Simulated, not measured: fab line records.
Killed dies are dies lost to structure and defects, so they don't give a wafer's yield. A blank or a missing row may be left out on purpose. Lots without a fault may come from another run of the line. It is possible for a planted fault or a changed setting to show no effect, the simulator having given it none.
fab line records ; flow n5_finfet
record lots=7; wafers=39
route steps=1938 shown ZERO_LAYER@11 FIN_SAQP@102 SPACER0@259 HKMG_FIN@403 MOL_CONTACT_COAG@608 BEOL_M4@1021
start_h: start of the lot's first displayed wafer, in hours after the record's first day ; wait_h: hours from the lot's prior step to this one ; " unchanged from the row above ; L1.1+2: one row covering several wafers at once ; - no value present, or no start provided ; * or withheld: withheld ; < > ~ a bound
route shown NAME@n: a module of which the file shows steps, and the number in the route of the first ; usual: mean/standard deviation taken from wafers without a fault ; same: alike in all rows ; chamber/n: place in a boat ; sites: readings site by site ; _std_site: standard deviation across them ; _edge_site: the outer-site mean with the inner-site mean subtracted ; radius_mm: how far each site lies from the wafer's centre ; mask NAME#n: copy n ; behind: the last tool/chamber to shape the wafer ; hold: why the lot was held/for how many hours/how that ended ; device: whichever transistor did not switch (one of n, p or np) ; end of line: tests of these same wafers at the route's end ; for a step that has no rows: nothing shown but its recipe ; killed: dies lost to structure and defects at the first sort, not the wafer's yield ; map: per-die view of a wafer (x killed, . not killed, _ where there is no die)
set.NAME: the setting as run; set.NAME@STEP: as run at that earlier step ; model.NAME: the simulator's own value behind a step, which no gauge read
one table per step and one row per wafer, for lots whose settings were changed on purpose
## steps
# step N5_ZERO_LAYER_DEVELOP_10
# recipe develop_time_s=60; rinse_liquid=diw; dry=air_spin; dev_temp_c=21
lot.wafer;tool;chamber;start_h;wait_h;set.develop_time_s
L077.1+3+4;litho_track-03;0;-;-;60
L077.2+5+6;litho_track-03;0;-;-;46.13
L082.1+4+5;litho_track-05;0;-;-;24.01
L082.2+3+6;litho_track-05;0;-;-;60
L083.1+4+6;litho_track-02;0;-;-;85.33
L083.2+3+5;litho_track-02;0;-;-;60
L087.1+4+6;litho_track-05;0;-;-;60
L087.2+3+5;litho_track-05;0;-;-;34.18
L088.1+2+3;litho_track-03;0;-;-;60
L088.4+5+6;litho_track-03;0;-;-;72.63
L094.1+4+5;litho_track-03;0;-;-;60
L096.1+2+5;litho_track-03;0;-;-;30.71
L096.3+4+6;litho_track-03;0;-;-;60
# step N5_ZERO_LAYER_HARDBAKE_23
# recipe temp_c=130; time_s=120
# step N5_ZERO_LAYER_CD_MEAS_11
# recipe target_cd_nm=2000; landing_energy_ev=500; detector=se_inlens
# usual cd_nm=1999.5/1.4
lot.wafer;tool;chamber;start_h;wait_h;set.develop_time_s@ZERO_LAYER_DEVELOP_10;cd_nm
L077.1;cd_sem-01;0;30.65;-;60;2001.9
L077.2;cd_sem-01;0;30.65;-;46.13;1995.4
L077.3;cd_sem-01;0;30.65;-;60;2003.4
L077.4;cd_sem-01;0;30.65;-;60;2000.7
L077.5;cd_sem-01;0;30.65;-;46.13;1994.1
L077.6;cd_sem-01;0;30.65;-;46.13;1995.3
L082.1;cd_sem-02;0;60.64;-;24.01;1981.2
L082.2;cd_sem-02;0;60.64;-;60;1999.6
L082.3;cd_sem-02;0;60.64;-;60;1999.6
L082.4;cd_sem-02;0;60.64;-;24.01;1979.1
L082.5;cd_sem-02;0;60.64;-;24.01;1979.6
L082.6;cd_sem-02;0;60.64;-;60;2001.1
L083.1;cd_sem-02;0;66.77;-;85.33;2004.9
L083.2;cd_sem-02;0;66.77;-;60;1997.9
L083.3;cd_sem-02;0;66.77;-;60;1999.3
L083.4;cd_sem-02;0;66.77;-;85.33;2007.2
L083.5;cd_sem-02;0;66.77;-;60;1997.3
L083.6;cd_sem-02;0;66.77;-;85.33;2006.4
L087.1;cd_sem-01;0;90.77;-;60;1999.9
L087.2;cd_sem-01;0;90.77;-;34.18;1987.3
L087.3;cd_sem-01;0;90.77;-;34.18;1988.0
L087.4;cd_sem-01;0;90.77;-;60;2000.5
L087.5;cd_sem-01;0;90.77;-;34.18;1988.6
L087.6;cd_sem-01;0;90.77;-;60;2000.2
L088.1;cd_sem-02;0;96.64;-;60;2001.9
L088.2;cd_sem-02;0;96.64;-;60;2001.6
L088.3;cd_sem-02;0;96.64;-;60;1999.7
L088.4;cd_sem-02;0;96.64;-;72.63;2006.2
L088.5;cd_sem-02;0;96.64;-;72.63;2006.3
L088.6;cd_sem-02;0;96.64;-;72.63;2005.0
L094.1;cd_sem-03;0;132.77;-;60;1999.2
L094.4;cd_sem-03;0;132.77;-;60;1999.4
L094.5;cd_sem-03;0;132.77;-;60;2000.9
L096.1;cd_sem-01;0;144.64;-;30.71;1983.4
L096.2;cd_sem-01;0;144.64;-;30.71;1984.1
L096.3;cd_sem-01;0;144.64;-;60;1999.4
L096.4;cd_sem-01;0;144.64;-;60;1998.5
L096.5;cd_sem-01;0;144.64;-;30.71;1982.5
L096.6;cd_sem-01;0;144.64;-;60;2000.5
# step N5_ZERO_LAYER_DESCUM_16
# recipe chemistry=O2; time_s=7.9; source_power_w=50; bias_power_w=20; pressure_mtorr=20; rf_frequency_hz=2.712e+07; temp_c=40; o2_flow_sccm=225
lot.wafer;tool;chamber;start_h;wait_h;set.develop_time_s@ZERO_LAYER_DEVELOP_10;model.ZERO_LAYER.cd_nm
L077.1;rie_diel-02;2;30.69;0.0;60;2003
L077.2+6;rie_diel-02;0,1;30.69;0.0;46.13;1995
L077.3;rie_diel-02;3;30.69;0.0;60;-
L077.4;rie_diel-02;1;30.69;0.0;60;2001
L077.5;rie_diel-02;0;30.69;0.0;46.13;1994
L082.1;rie_diel-01;3;60.68;0.0;24.01;1982
L082.2;rie_diel-01;0;60.68;0.0;60;2000
L082.3;rie_diel-01;1;60.68;0.0;60;-
L082.4;rie_diel-01;2;60.68;0.0;24.01;1979
L082.5;rie_diel-01;3;60.68;0.0;24.01;1980
L082.6;rie_diel-01;2;60.68;0.0;60;2001
L083.1;rie_diel-01;2;67.03;0.3;85.33;2005
L083.2;rie_diel-01;3;67.03;0.3;60;1998
L083.3;rie_diel-01;1;67.03;0.3;60;1999
L083.4;rie_diel-01;0;67.03;0.3;85.33;2007
L083.5;rie_diel-01;3;67.03;0.3;60;1997
L083.6;rie_diel-01;0;67.03;0.3;85.33;2006
L087.1+6;rie_diel-02;3,2;90.80;0.0;60;2000
L087.2;rie_diel-02;2;90.80;0.0;34.18;1987
L087.3+5;rie_diel-02;0,3;90.80;0.0;34.18;1988
L087.4;rie_diel-02;1;90.80;0.0;60;2001
L088.1;rie_diel-01;2;96.68;0.0;60;2002
L088.2;rie_diel-01;3;96.68;0.0;60;2001
L088.3;rie_diel-01;0;96.68;0.0;60;2000
L088.4+5;rie_diel-01;1,0;96.68;0.0;72.63;2006
L088.6;rie_diel-01;3;96.68;0.0;72.63;2005
L094.1;rie_diel-01;2;132.80;0.0;60;1999
L094.4;rie_diel-01;0;132.80;0.0;60;2000
L094.5;rie_diel-01;3;132.80;0.0;60;2001
L096.1;rie_diel-04;1;144.68;0.0;30.71;1983
L096.2;rie_diel-04;3;144.68;0.0;30.71;1984
L096.3;rie_diel-04;2;144.68;0.0;60;1999
L096.4;rie_diel-04;0;144.68;0.0;60;1998
L096.5;rie_diel-04;1;144.68;0.0;30.71;1982
L096.6;rie_diel-04;2;144.68;0.0;60;2000
# step N5_ZERO_LAYER_ETCH_17
# recipe chemistry=CF4; target=SiO2; target_depth_a=120; time_s=13.3; ion_energy_ev=350; pressure_mtorr=40; source_w=450; bias_w=215; Ar_flow_sccm=100; cf4_flow_sccm=100
lot.wafer;tool;chamber;start_h;wait_h;set.develop_time_s@ZERO_LAYER_DEVELOP_10;model.ZERO_LAYER.cd_nm
L077.1+3;rie_diel-02;2,3;30.72;0.0;60;2003
L077.2+6;rie_diel-02;0,1;30.72;0.0;46.13;1995
L077.4;rie_diel-02;1;30.72;0.0;60;2001
L077.5;rie_diel-02;0;30.72;0.0;46.13;1994
L082.1;rie_diel-01;3;60.72;0.0;24.01;1982
L082.2+3;rie_diel-01;0,1;60.72;0.0;60;2000
L082.4;rie_diel-01;2;60.72;0.0;24.01;1979
L082.5;rie_diel-01;3;60.72;0.0;24.01;1980
L082.6;rie_diel-01;2;60.72;0.0;60;2001
L083.1;rie_diel-01;2;67.07;0.0;85.33;2005
L083.2;rie_diel-01;3;67.07;0.0;60;1998
L083.3;rie_diel-01;1;67.07;0.0;60;1999
L083.4;rie_diel-01;0;67.07;0.0;85.33;2007
L083.5;rie_diel-01;3;67.07;0.0;60;1997
L083.6;rie_diel-01;0;67.07;0.0;85.33;2006
L087.1+6;rie_diel-02;3,2;90.84;0.0;60;2000
L087.2;rie_diel-02;2;90.84;0.0;34.18;1987
L087.3+5;rie_diel-02;0,3;90.84;0.0;34.18;1988
L087.4;rie_diel-02;1;90.84;0.0;60;2001
L088.1;rie_diel-01;2;96.71;0.0;60;2002
L088.2;rie_diel-01;3;96.71;0.0;60;2001
L088.3;rie_diel-01;0;96.71;0.0;60;2000
L088.4+5;rie_diel-01;1,0;96.71;0.0;72.63;2006
L088.6;rie_diel-01;3;96.71;0.0;72.63;2005
L094.1+4;rie_diel-01;2,0;132.84;0.0;60;1999
L094.5;rie_diel-01;3;132.84;0.0;60;2001
L096.1;rie_diel-04;1;144.71;0.0;30.71;1983
L096.2;rie_diel-04;3;144.71;0.0;30.71;1984
L096.3;rie_diel-04;2;144.71;0.0;60;1999
L096.4;rie_diel-04;0;144.71;0.0;60;1998
L096.5;rie_diel-04;1;144.71;0.0;30.71;1982
L096.6;rie_diel-04;2;144.71;0.0;60;2000
# step N5_FIN_SAQP_HM_DEP_72
# recipe material=SiO2; target_thk_a=120; temp_c=400; precursor=SiH4/N2O; pressure_torr=0.75; rf_w=275; time_s=7.2
lot.wafer;tool;chamber;start_h;wait_h;set.time_s;model.SiO2_of_FIN_SAQP_HM_DEP_72.thk_nm
L077.1;pecvd-01;0;39.01;0.0;7.2;12.07
L077.2;pecvd-01;1;39.01;0.0;8.958;15.08
L077.3;pecvd-01;0;39.01;0.0;8.958;15.16
L077.4;pecvd-01;1;39.01;0.0;8.958;15.24
L077.5;pecvd-01;1;39.01;0.0;7.2;12.17
L077.6;pecvd-01;0;39.01;0.0;7.2;12.36
L082.1+2;pecvd-04;2,1;69.80;0.0;7.2;11.66
L082.3;pecvd-04;0;69.80;0.0;5.986;9.871
L082.4;pecvd-04;1;69.80;0.0;5.986;9.847
L082.5;pecvd-04;2;69.80;0.0;5.986;9.834
L082.6;pecvd-04;0;69.80;0.0;7.2;12.12
L083.1;pecvd-01;1;75.31;0.0;4.166;7.065
L083.2;pecvd-01;2;75.31;0.0;4.166;7.049
L083.3;pecvd-01;0;75.31;0.0;4.166;6.914
L083.4;pecvd-01;0;75.31;0.0;7.2;12.06
L083.5;pecvd-01;1;75.31;0.0;7.2;12.14
L083.6;pecvd-01;2;75.31;0.0;7.2;12.05
L087.1;pecvd-01;0;99.72;0.0;7.2;11.99
L087.2;pecvd-01;1;99.72;0.0;7.2;12.08
L087.3;pecvd-01;1;99.72;0.0;7.2;12.14
L087.4;pecvd-01;0;99.72;0.0;7.2;12.06
L087.5;pecvd-01;0;99.72;0.0;7.2;12.12
L087.6;pecvd-01;1;99.72;0.0;7.2;12.13
L088.1;pecvd-01;1;105.07;0.0;5.002;8.389
L088.2;pecvd-01;2;105.07;0.0;5.002;8.305
L088.3;pecvd-01;0;105.07;0.0;7.2;11.92
L088.4;pecvd-01;1;105.07;0.0;5.002;8.396
L088.5;pecvd-01;2;105.07;0.0;7.2;12.23
L088.6;pecvd-01;0;105.07;0.0;7.2;12.16
L094.1;pecvd-03;1;141.37;0.0;7.2;11.88
L094.4;pecvd-03;2;141.37;0.0;7.2;11.98
L094.5;pecvd-03;1;141.37;0.0;7.2;12.07
L096.1;pecvd-01;0;153.07;0.0;7.2;11.86
L096.2;pecvd-01;2;153.07;0.0;7.2;11.67
L096.3;pecvd-01;1;153.07;0.0;7.2;11.88
L096.4;pecvd-01;2;153.07;0.0;7.2;12.16
L096.5;pecvd-01;1;153.07;0.0;7.2;11.99
L096.6;pecvd-01;0;153.07;0.0;7.2;12.05
# step N5_FIN_SAQP_COAT_49
# recipe resist=SOC; temp_c=250; time_s=60; spin_rpm=1500; resist_thk_nm=100
# step N5_FIN_SAQP_COAT_50
# recipe resist=SiARC; temp_c=220; time_s=60; spin_rpm=1500; resist_thk_nm=35
# step N5_FIN_SAQP_ETCH_52
# recipe chemistry=N2/H2; target=SOC; target_depth_a=1000; overetch_a=200; mask_material=SiARC; temp_c=40; time_s=150; ion_energy_ev=200; pressure_mtorr=30; source_w=840; bias_w=150; n2_flow_sccm=200; h2_flow_sccm=200; ends=end_point
# step N5_FIN_SAQP_STRIP_53
# recipe chemistry=N2/H2; temp_c=40; n2_flow_sccm=200; h2_flow_sccm=200; rf_frequency_hz=6e+07
# step N5_FIN_SAQP_HM_OPEN_73
# recipe chemistry=CHF3/O2; target=SiO2; stop_on=a-Si; target_depth_a=120; over_etch_frac=1.8; mask_material=SOC; time_s=16.8; pressure_mtorr=30; source_w=650; bias_w=170; Ar_flow_sccm=200; CHF3_flow_sccm=50; O2_flow_sccm=5; ion_energy_ev=200; ends=end_point
lot.wafer;tool;chamber;start_h;wait_h;set.time_s@FIN_SAQP_HM_DEP_72;model.etch.depth_nm
L077.1;rie_diel-05;1;39.66;0.0;7.2;12.07
L077.2;rie_diel-05;0;39.66;0.0;8.958;15.08
L077.3;rie_diel-05;2;39.66;0.0;8.958;15.16
L077.4;rie_diel-05;3;39.66;0.0;8.958;15.24
L077.5;rie_diel-05;1;39.66;0.0;7.2;12.17
L077.6;rie_diel-05;2;39.66;0.0;7.2;12.36
L082.1+2;rie_diel-03;1,3;70.42;0.0;7.2;11.66
L082.3;rie_diel-03;0;70.42;0.0;5.986;9.871
L082.4;rie_diel-03;2;70.42;0.0;5.986;9.847
L082.5;rie_diel-03;0;70.42;0.0;5.986;9.834
L082.6;rie_diel-03;1;70.42;0.0;7.2;12.12
L083.1;rie_diel-06;0;76.06;0.0;4.166;7.065
L083.2;rie_diel-06;3;76.06;0.0;4.166;7.049
L083.3;rie_diel-06;2;76.06;0.0;4.166;6.914
L083.4;rie_diel-06;1;76.06;0.0;7.2;12.06
L083.5;rie_diel-06;2;76.06;0.0;7.2;12.14
L083.6;rie_diel-06;3;76.06;0.0;7.2;12.05
L087.1;rie_diel-06;2;100.47;0.0;7.2;11.99
L087.2;rie_diel-06;0;100.47;0.0;7.2;12.08
L087.3;rie_diel-06;3;100.47;0.0;7.2;12.14
L087.4;rie_diel-06;1;100.47;0.0;7.2;12.06
L087.5;rie_diel-06;2;100.47;0.0;7.2;12.12
L087.6;rie_diel-06;1;100.47;0.0;7.2;12.13
L088.1;rie_diel-06;0;105.81;0.0;5.002;8.389
L088.2;rie_diel-06;3;105.81;0.0;5.002;8.305
L088.3;rie_diel-06;2;105.81;0.0;7.2;11.92
L088.4;rie_diel-06;1;105.81;0.0;5.002;8.396
L088.5;rie_diel-06;3;105.81;0.0;7.2;12.23
L088.6;rie_diel-06;2;105.81;0.0;7.2;12.16
L094.1;rie_diel-06;2;142.12;0.0;7.2;11.88
L094.4;rie_diel-06;1;142.12;0.0;7.2;11.98
L094.5;rie_diel-06;0;142.12;0.0;7.2;12.07
L096.1;rie_diel-06;1;153.81;0.0;7.2;11.86
L096.2;rie_diel-06;2;153.81;0.0;7.2;11.67
L096.3;rie_diel-06;3;153.81;0.0;7.2;11.88
L096.4;rie_diel-06;0;153.81;0.0;7.2;12.16
L096.5;rie_diel-06;1;153.81;0.0;7.2;11.99
L096.6;rie_diel-06;0;153.81;0.0;7.2;12.05
# step N5_SPACER0_ALD_00
# recipe material=SiOCN; target_thk_a=35; temp_c=400; ald_precursor_family=alkyl-aminosilane; ald_co_reactant=O2/N2-plasma; pulse_time_s=3; purge_time_s=2; co_reactant_purge_time_s=2; ald_cycles=58; pressure_torr=2
lot.wafer;tool;chamber;start_h;wait_h;set.ald_cycles;model.SiOCN_of_SPACER0_ALD_00.thk_nm
L077.1+2+3+4+5+6;ald_sin-02;2,3,1,0,1,0;67.86;0.1;58;3.6
L082.1+3+6;ald_sin-04;1,2,0;97.94;0.1;91;5.4
L082.2+4+5;ald_sin-04;0,3,3;97.94;0.1;58;3.4
L083.1+2+4;ald_sin-01;1,0,3;102.80;0.1;58;3.4
L083.3+5+6;ald_sin-01;2,1,0;102.80;0.1;58;3.6
L087.1+2+6;ald_sin-02;2,3,2;127.79;0.1;86;5.2
L087.3;ald_sin-02;1;127.79;0.1;58;3.4
L087.4+5;ald_sin-02;0,3;127.79;0.1;58;3.6
L088.1+3+4;ald_sin-02;3,2,1;130.69;0.1;77;4.6
L088.2+5;ald_sin-02;0,2;130.69;0.1;58;3.6
L088.6;ald_sin-02;1;130.69;0.1;58;3.4
L094.1+5;ald_sin-01;2,3;169.10;0.1;58;3.4
L094.4;ald_sin-01;1;169.10;0.1;58;3.6
L096.1+2;ald_sin-02;2,3;179.02;0.1;58;3.6
L096.3+4+5;ald_sin-02;0,1,0;179.02;0.1;84;5
L096.6;ald_sin-02;1;179.02;0.1;58;3.4
# step N5_HKMG_FIN_ETCH_55
# recipe chemistry=N2/H2; target=SOC; target_depth_a=2400; temp_c=40; time_s=300; ion_energy_ev=200; mask_material=SiARC; pressure_mtorr=30; source_w=840; bias_w=150; n2_flow_sccm=200; h2_flow_sccm=200
lot.wafer;tool;chamber;start_h;wait_h;set.time_s;model.HKMG_FIN.feature_depth_nm;model.etch.depth_nm;model.SiARC_of_HKMG_FIN_COAT_42.thk_nm
L077.1;rie_diel-05;1;90.65;0.0;300;233.6;233.7;21.6
L077.2;rie_diel-05;2;90.65;0.0;300;231;231;21.6
L077.3;rie_diel-05;3;90.65;0.0;300;242.4;242.4;21
L077.4;rie_diel-05;0;90.65;0.0;300;236.8;236.8;21.6
L077.5;rie_diel-05;3;90.65;0.0;300;241.2;241.1;21.2
L077.6;rie_diel-05;0;90.65;0.0;300;237.6;237.6;21.6
L082.1;rie_diel-06;1;120.77;0.0;300;244.2;244.2;21.2
L082.2;rie_diel-06;2;120.77;0.0;300;243.2;243.3;21
L082.3;rie_diel-06;3;120.77;0.0;243.1;198;198;23.8
L082.4;rie_diel-06;0;120.77;0.0;300;237.4;237.3;21.6
L082.5;rie_diel-06;0;120.77;0.0;243.1;191.2;191.3;24.2
L082.6;rie_diel-06;3;120.77;0.0;243.1;197;197.1;23.8
L083.1;rie_diel-06;2;128.12;0.0;300;242;242;21
L083.2;rie_diel-06;3;128.12;0.0;300;238.2;238.1;21.2
L083.3;rie_diel-06;0;128.12;0.0;155.5;122.2;122.1;28
L083.4;rie_diel-06;1;128.12;0.0;155.5;125.6;125.5;27.8
L083.5;rie_diel-06;2;128.12;0.0;300;238.4;238.3;21.2
L083.6;rie_diel-06;1;128.12;0.0;155.5;125;125;28
L087.1;rie_diel-05;0;152.50;0.0;300;236.6;236.7;21.8
L087.2;rie_diel-05;1;152.50;0.0;175.6;135.2;135.2;27.4
L087.3;rie_diel-05;3;152.50;0.0;300;239.4;239.4;21.4
L087.4;rie_diel-05;2;152.50;0.0;175.6;134.4;134.5;27.4
L087.5;rie_diel-05;3;152.50;0.0;175.6;140.4;140.4;27.2
L087.6;rie_diel-05;0;152.50;0.0;300;235.2;235.2;21.8
L088.1;rie_diel-06;1;155.34;0.0;300;242.2;242.3;21.2
L088.2;rie_diel-06;3;155.34;0.0;300;243.4;243.4;20.8
L088.3;rie_diel-06;0;155.34;0.0;131;104;103.9;29.2
L088.4;rie_diel-06;2;155.34;0.0;131;105.4;105.4;28.8
L088.5;rie_diel-06;0;155.34;0.0;300;238.2;238.3;21.4
L088.6;rie_diel-06;3;155.34;0.0;131;106.2;106.1;28.8
L094.1;rie_diel-05;2;196.16;0.0;300;229;229;21.8
L094.4;rie_diel-05;0;196.16;0.0;300;233.4;233.3;21.8
L094.5;rie_diel-05;0;196.16;0.0;300;235.6;235.7;21.8
L096.1;rie_diel-03;0;204.49;0.0;300;238.6;238.6;21.2
L096.2;rie_diel-03;3;204.49;0.0;300;239.2;239.2;21.4
L096.3;rie_diel-03;2;204.49;0.0;300;238.2;238.3;21.4
L096.4;rie_diel-03;1;204.49;0.0;300;238.6;238.7;21.2
L096.5;rie_diel-03;2;204.49;0.0;300;239;239.1;21.4
L096.6;rie_diel-03;3;204.49;0.0;300;238.8;238.8;21.4
# step N5_MOL_CONTACT_COAG_ALD_133
# recipe material=SiO2; target_thk_a=50; temp_c=100; ald_precursor_family=BDEAS; ald_co_reactant=O2-plasma; pulse_time_s=1; co_reactant_pulse_time_s=1; purge_time_s=2; co_reactant_purge_time_s=2; ald_cycles=35; pressure_torr=2
lot.wafer;tool;chamber;start_h;wait_h;set.ald_cycles;model.SiO2_of_MOL_CONTACT_COAG_ALD_133.thk_nm
L077.1+2+3+4+5+6;ald_sin-03;0,3,1,2,3,0;120.21;0.2;35;5
L082.1+2+3+4+5+6;ald_sin-03;0,1,2,3,1,0;148.51;0.1;35;5
L083.1+3+4;ald_sin-02;1,2,3;160.03;0.1;53;7.6
L083.2+5+6;ald_sin-02;0,2,1;160.03;0.1;35;5
L087.1+2+3+4+5+6;ald_sin-02;0,1,3,2,2,3;178.43;0.1;35;5
L088.1+3+5;ald_sin-01;1,0,0;182.44;0.1;35;5
L088.2+4+6;ald_sin-01;2,2,1;182.44;0.1;54;7.8
L094.1+4+5;ald_sin-02;3,1,1;225.60;0.2;35;5
L096.1+2+4;ald_sin-03;0,2,0;240.08;0.6;49;7
L096.3+5+6;ald_sin-03;1,2,1;240.08;0.6;35;5
# step N5_BEOL_M4_ILD_DEP_00
# recipe material=SiOC; target_thk_a=790; temp_c=350; precursor=DEMS/O2; pressure_torr=5; rf_w=500; time_s=15.3
lot.wafer;tool;chamber;start_h;wait_h;set.target_thk_a;model.SiOC_of_BEOL_M4_ILD_DEP_00.thk_nm
L077.1+5;pecvd-04;1,2;193.52;0.0;516.7;51.2
L077.2;pecvd-04;2;193.52;0.0;790;78.2
L077.3;pecvd-04;0;193.52;0.0;516.7;52.4
L077.4;pecvd-04;1;193.52;0.0;790;80.2
L077.6;pecvd-04;0;193.52;0.0;790;79.4
L082.1;pecvd-04;1;214.71;0.0;790;77
L082.2;pecvd-04;1;214.71;0.0;790;78.4
L082.3;pecvd-04;1;214.71;0.0;953.3;95
L082.4+6;pecvd-04;1;214.71;0.0;953.3;94.6
L082.5;pecvd-04;1;214.71;0.0;790;78.8
L083.1+3;pecvd-03;0,1;229.49;0.0;790;79.2
L083.2;pecvd-03;2;229.49;0.0;790;80
L083.4;pecvd-03;2;229.49;0.0;790;82
L083.5;pecvd-03;0;229.49;0.0;790;80.2
L083.6;pecvd-03;1;229.49;0.0;790;80.8
L087.1+2;pecvd-03;1,2;256.93;0.0;790;79.2
L087.3;pecvd-03;0;256.93;0.0;523.1;52
L087.4;pecvd-03;2;256.93;0.0;523.1;53.4
L087.5;pecvd-03;0;256.93;0.0;790;79.8
L087.6;pecvd-03;1;256.93;0.0;523.1;53.8
L088.1;pecvd-02;0;283.34;0.0;535.2;52.8
L088.2;pecvd-02;2;283.34;0.0;535.2;52
L088.3;pecvd-02;1;283.34;0.0;535.2;53.8
L088.4+6;pecvd-02;2,1;283.34;0.0;790;79
L088.5;pecvd-02;0;283.34;0.0;790;79.2
L094.1;pecvd-04;1;313.45;0.0;790;77.8
L094.4;pecvd-04;2;313.45;0.0;790;79.2
L094.5;pecvd-04;1;313.45;0.0;790;79.6
L096.1+5;pecvd-04;0,1;325.25;0.0;790;79
L096.2;pecvd-04;2;325.25;0.0;1090;108.8
L096.3;pecvd-04;1;325.25;0.0;790;78.8
L096.4;pecvd-04;0;325.25;0.0;1090;110.4
L096.6;pecvd-04;2;325.25;0.0;1090;110.2
# step N5_BEOL_M4_THK_MEAS_01
# recipe reads=SiOC_of_BEOL_M4_ILD_DEP_00
# usual M4_ILD_THK=79.2/0.96
lot.wafer;tool;chamber;start_h;wait_h;set.target_thk_a@BEOL_M4_ILD_DEP_00;M4_ILD_THK[nm]
L077.1;film_metro-02;-;193.58;0.0;516.7;51.2
L077.2;film_metro-02;-;193.58;0.0;790;78.2
L077.3;film_metro-02;-;193.58;0.0;516.7;52.5
L077.4;film_metro-02;-;193.58;0.0;790;80.2
L077.5;film_metro-02;-;193.58;0.0;516.7;51.1
L077.6;film_metro-02;-;193.58;0.0;790;79.3
L082.1;film_metro-02;-;214.84;0.1;790;77.1
L082.2;film_metro-02;-;214.84;0.1;790;78.4
L082.3;film_metro-02;-;214.84;0.1;953.3;94.9
L082.4;film_metro-02;-;214.84;0.1;953.3;94.7
L082.5;film_metro-02;-;214.84;0.1;790;78.8
L082.6;film_metro-02;-;214.84;0.1;953.3;94.5
L083.1;film_metro-02;-;229.56;0.0;790;79.3
L083.2;film_metro-02;-;229.56;0.0;790;80.0
L083.3;film_metro-02;-;229.56;0.0;790;79.1
L083.4;film_metro-02;-;229.56;0.0;790;82.1
L083.5;film_metro-02;-;229.56;0.0;790;80.1
L083.6;film_metro-02;-;229.56;0.0;790;80.8
L087.1;film_metro-01;-;257.00;0.0;790;79.1
L087.2;film_metro-01;-;257.00;0.0;790;79.2
L087.3;film_metro-01;-;257.00;0.0;523.1;52.0
L087.4;film_metro-01;-;257.00;0.0;523.1;53.3
L087.5;film_metro-01;-;257.00;0.0;790;79.8
L087.6;film_metro-01;-;257.00;0.0;523.1;53.8
L088.1;film_metro-02;-;283.41;0.0;535.2;52.9
L088.2;film_metro-02;-;283.41;0.0;535.2;52.1
L088.3;film_metro-02;-;283.41;0.0;535.2;53.9
L088.4;film_metro-02;-;283.41;0.0;790;79.1
L088.5;film_metro-02;-;283.41;0.0;790;79.3
L088.6;film_metro-02;-;283.41;0.0;790;79.2
L094.1;film_metro-01;-;313.52;0.0;790;77.8
L094.4;film_metro-01;-;313.52;0.0;790;79.4
L094.5;film_metro-01;-;313.52;0.0;790;79.7
L096.1;film_metro-02;-;325.31;0.0;790;79.0
L096.2;film_metro-02;-;325.31;0.0;1090;109.0
L096.3;film_metro-02;-;325.31;0.0;790;78.8
L096.4;film_metro-02;-;325.31;0.0;1090;110.4
L096.5;film_metro-02;-;325.31;0.0;790;79.0
L096.6;film_metro-02;-;325.31;0.0;1090;110.2
## key
split step=N5_ZERO_LAYER_DEVELOP_10; setting=develop_time_s; stated=60; by=wafer
response step=N5_ZERO_LAYER_CD_MEAS_11; reading=cd_nm; change=+0.295; per=1%; r=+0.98
response step=N5_ZERO_LAYER_DESCUM_16; reading=model.ZERO_LAYER.cd_nm; change=+0.293; per=1%; r=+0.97
response step=N5_ZERO_LAYER_ETCH_17; reading=model.ZERO_LAYER.cd_nm; change=+0.296; per=1%; r=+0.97
split step=N5_FIN_SAQP_HM_DEP_72; setting=time_s; stated=7.2; by=wafer
response step=N5_FIN_SAQP_HM_DEP_72; reading=model.SiO2_of_FIN_SAQP_HM_DEP_72.thk_nm; change=+0.121; per=1%; r=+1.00
response step=N5_FIN_SAQP_HM_OPEN_73; reading=model.etch.depth_nm; change=+0.121; per=1%; r=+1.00
split step=N5_SPACER0_ALD_00; setting=ald_cycles; stated=58; by=wafer
response step=N5_SPACER0_ALD_00; reading=model.SiOCN_of_SPACER0_ALD_00.thk_nm; change=+0.0341; per=1%; r=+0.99
split step=N5_HKMG_FIN_ETCH_55; setting=time_s; stated=300; by=wafer
response step=N5_HKMG_FIN_ETCH_55; reading=model.HKMG_FIN.feature_depth_nm; change=+2.41; per=1%; r=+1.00
response step=N5_HKMG_FIN_ETCH_55; reading=model.etch.depth_nm; change=+2.41; per=1%; r=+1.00
response step=N5_HKMG_FIN_ETCH_55; reading=model.SiARC_of_HKMG_FIN_COAT_42.thk_nm; change=-0.139; per=1%; r=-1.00
split step=N5_MOL_CONTACT_COAG_ALD_133; setting=ald_cycles; stated=35; by=wafer
response step=N5_MOL_CONTACT_COAG_ALD_133; reading=model.SiO2_of_MOL_CONTACT_COAG_ALD_133.thk_nm; change=+0.0509; per=1%; r=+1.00
split step=N5_BEOL_M4_ILD_DEP_00; setting=target_thk_a; stated=790; by=wafer
response step=N5_BEOL_M4_ILD_DEP_00; reading=model.SiOC_of_BEOL_M4_ILD_DEP_00.thk_nm; change=+0.802; per=1%; r=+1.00
response step=N5_BEOL_M4_THK_MEAS_01; reading=M4_ILD_THK; change=+0.802; per=1%; r=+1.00
